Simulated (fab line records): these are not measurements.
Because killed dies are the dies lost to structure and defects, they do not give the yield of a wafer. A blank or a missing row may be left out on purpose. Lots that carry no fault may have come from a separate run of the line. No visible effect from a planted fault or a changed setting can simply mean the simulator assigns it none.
Which tool is to blame? + flow nand_harc + 14 lots, 42 wafers sampled, at 4 steps of a route of 1302

WHAT EACH GAUGE READ, for each wafer
NHARC_P_START_INSPECT_01.
| lot  | measured     | on                | raw_defect_count |
|------|--------------|-------------------|------------------|
| L432 | day 1 20:02  | defect_inspect-01 | 3 5 5            |
| L433 | day 2 06:03  | defect_inspect-02 | 5 4 4            |
| L434 | day 2 16:02  | defect_inspect-02 | 2 1 4            |
| L435 | day 3 02:02  | defect_inspect-02 | 5 4 2            |
| L438 | day 4 08:02  | defect_inspect-02 | 3 2 3            |
| L444 | day 6 20:02  | defect_inspect-01 | 3 4 5            |
| L445 | day 7 06:02  | defect_inspect-02 | 1 5 1            |
| L446 | day 7 16:02  | defect_inspect-01 | 3 7 4            |
| L448 | day 8 12:02  | defect_inspect-02 | 5 5 6            |
| L449 | day 8 22:02  | defect_inspect-02 | 2 2 6            |
| L451 | day 9 18:02  | defect_inspect-01 | 5 2 3            |
| L452 | day 10 04:02 | defect_inspect-02 | 2 6 2            |
| L453 | day 10 14:02 | defect_inspect-01 | 3 6 3            |
| L454 | day 11 00:03 | defect_inspect-02 | 4 2 6            |

NHARC_P_ZERO_WELL_INSPECT_43.
| lot  | measured     | on                | raw_defect_count |
|------|--------------|-------------------|------------------|
| L432 | day 2 03:26  | defect_inspect-01 | 7 9 5            |
| L433 | day 2 13:38  | defect_inspect-01 | 17 16 23         |
| L434 | day 2 23:41  | defect_inspect-01 | 4 18 8           |
| L435 | day 3 09:41  | defect_inspect-02 | 8 18 13          |
| L438 | day 4 15:28  | defect_inspect-02 | 20 14 25         |
| L444 | day 7 03:41  | defect_inspect-02 | 17 12 23         |
| L445 | day 7 13:31  | defect_inspect-02 | 10 8 5           |
| L446 | day 7 23:34  | defect_inspect-01 | 13 9 18          |
| L448 | day 8 19:45  | defect_inspect-02 | 24 21 34         |
| L449 | day 9 05:43  | defect_inspect-01 | 7 6 14           |
| L451 | day 10 01:51 | defect_inspect-02 | 19 10 27         |
| L452 | day 10 11:29 | defect_inspect-02 | 6 18 11          |
| L453 | day 10 21:34 | defect_inspect-02 | 10 21 9          |
| L454 | day 11 07:36 | defect_inspect-01 | 19 17 11         |

WHAT TOOL EACH LOT RAN ON (gives the tool, then ch and the chambers of the sampled wafers, and finally the start)
| lot  | NHARC_P_ZERO_WELL_DEVELOP_36      | NHARC_P_ZERO_WELL_DESCUM_39        |
|------|-----------------------------------|------------------------------------|
| L432 | litho_track-05 ch 0, day 1 23:00  | rie_diel-13 ch 2,3, day 2 00:08    |
| L433 | litho_track-02 ch 0, day 2 10:00  | rie_diel-13 ch 0,2,3, day 2 10:23  |
| L434 | litho_track-02, day 2 20:00       | rie_diel-01 ch 0,1,3, day 2 20:24  |
| L435 | litho_track-03, day 3 06:00       | rie_diel-13 ch 0,1,2, day 3 06:24  |
| L438 | litho_track-03 ch 0, day 4 11:00  | rie_diel-04 ch 0,2, day 4 12:08    |
| L444 | litho_track-02 ch 0, day 7 00:00  | rie_diel-01 ch 0,1,3, day 7 00:18  |
| L445 | litho_track-03 ch 0, day 7 10:00  | rie_diel-13 ch 0,1,2, day 7 10:17  |
| L446 | litho_track-05 ch 0, day 7 20:00  | rie_diel-13 ch 0,1,2, day 7 20:23  |
| L448 | litho_track-05 ch 0, day 8 16:00  | rie_diel-13 ch 0,1,3, day 8 16:29  |
| L449 | litho_track-03 ch 0, day 9 02:00  | rie_diel-01 ch 0,1,3, day 9 02:34  |
| L451 | litho_track-02 ch 0, day 9 22:00  | rie_diel-04 ch 0,1,2, day 9 22:41  |
| L452 | litho_track-03 ch 0, day 10 08:00 | rie_diel-04 ch 0,1, day 10 08:19   |
| L453 | litho_track-05 ch 0, day 10 18:00 | rie_diel-04 ch 0,1,3, day 10 18:17 |
| L454 | litho_track-02 ch 0, day 11 04:00 | rie_diel-01 ch 0,1,2, day 11 04:20 |
- NHARC_P_ZERO_WELL_DEVELOP_36: time 70 s.
- NHARC_P_ZERO_WELL_DESCUM_39: chemistry O2, time 3 s.

AS READ BY THE TOOLS THEMSELVES (means over the sampled wafers that have a number; for cases with no such wafer, the mark the record gives instead)
NHARC_P_ZERO_WELL_DEVELOP_36.
| lot  | tool           | chill_plate_temp_C (C) | exhaust_pa (Pa) | resist_line_temp_C (C) |
|------|----------------|------------------------|-----------------|------------------------|
| L432 | litho_track-05 | 22.91                  | 46.7            | 23.03                  |
| L433 | litho_track-02 | 23.07                  | 45.0            | 23.01                  |
| L434 | litho_track-02 | -                      | -               | -                      |
| L435 | litho_track-03 | -                      | -               | -                      |
| L438 | litho_track-03 | 23.16                  | 45.2            | 23.10                  |
| L444 | litho_track-02 | 23.02                  | 44.8            | 22.98                  |
| L445 | litho_track-03 | 23.06                  | 43.9            | 22.96                  |
| L446 | litho_track-05 | 23.05                  | 45.8            | 22.92                  |
| L448 | litho_track-05 | 22.99                  | 45.0            | 22.93                  |
| L449 | litho_track-03 | 22.90                  | 45.6            | 23.07                  |
| L451 | litho_track-02 | 23.08                  | 45.5            | 22.86                  |
| L452 | litho_track-03 | 23.09                  | 45.7            | 22.89                  |
| L453 | litho_track-05 | 22.95                  | 43.9            | 23.09                  |
| L454 | litho_track-02 | 23.07                  | 44.1            | 23.07                  |

NHARC_P_ZERO_WELL_DESCUM_39.
| lot  | tool        | drypump_motor_current_A (A) | oes_product_au (a.u.) | rf_vpp_V (V) | showerhead_plenum_p_Torr (Torr) | throttle_valve_pct (%) |
|------|-------------|-----------------------------|-----------------------|--------------|---------------------------------|------------------------|
| L432 | rie_diel-13 | 5.5                         | 0.998                 | 57.2         | 1.85                            | 11.307                 |
| L433 | rie_diel-13 | 5.7                         | 1.001                 | 57.1         | 1.91                            | 11.316                 |
| L434 | rie_diel-01 | 5.4                         | 1.014                 | 57.8         | 2.02                            | 11.307                 |
| L435 | rie_diel-13 | 5.9                         | 1.017                 | 56.3         | 1.91                            | 11.314                 |
| L438 | rie_diel-04 | 5.6                         | 0.993                 | 57.6         | 1.91                            | 11.309                 |
| L444 | rie_diel-01 | 5.4                         | 1.011                 | 57.9         | 2.01                            | 11.315                 |
| L445 | rie_diel-13 | 5.9                         | 1.009                 | 58.1         | 1.90                            | 11.314                 |
| L446 | rie_diel-13 | 6.0                         | 1.010                 | 57.5         | 1.90                            | 11.311                 |
| L448 | rie_diel-13 | 6.1                         | 1.001                 | 56.8         | 1.87                            | 11.315                 |
| L449 | rie_diel-01 | 5.3                         | 1.001                 | 58.5         | 2.01                            | 11.311                 |
| L451 | rie_diel-04 | 5.7                         | 0.997                 | 56.3         | 1.89                            | 11.312                 |
| L452 | rie_diel-04 | 5.9                         | 1.009                 | 56.9         | 1.88                            | 11.314                 |
| L453 | rie_diel-04 | 5.9                         | 0.992                 | 58.0         | 1.95                            | 11.308                 |
| L454 | rie_diel-01 | 5.8                         | 1.010                 | 57.9         | 1.97                            | 11.315                 |

THE ANSWER, worked out from the rows above alone
Rule: the lots themselves supply what counts as usual. The widest of any qualifying gaps counts: lots, ordered by their means at a reading, are off when they make up no more than a third of the lots, leave a main group of 4 or more, and stand apart from it by 3 or more times the standard deviation of that group's means. A main group is skipped when, at the precision printed for the reading in the tables above, its means are all equal. Also off: a lot with no number at a reading for which 4 or more lots have one. All remaining lots with rows at the step are treated as sound. The gauges are gone through in route order, then the tools' own readings, and for those a lot's mean is taken as printed above. The first step at which some lot is off is used, and at that step the reading that is off furthest; a lot without a number counts as furthest.
Off at NHARC_P_ZERO_WELL_DEVELOP_36 (chill_plate_temp_C): L434, L435. Without a number there: L434, L435. Mean 23.03 C and standard deviation 0.075 in the main group.
If a tool, at that step or one of the process steps before it, ran each lot that is off and ran no sound lot following the first of them, it fits. Not one of the candidates tried fits.

WHAT WAS PUT IN BY THE SIMULATOR
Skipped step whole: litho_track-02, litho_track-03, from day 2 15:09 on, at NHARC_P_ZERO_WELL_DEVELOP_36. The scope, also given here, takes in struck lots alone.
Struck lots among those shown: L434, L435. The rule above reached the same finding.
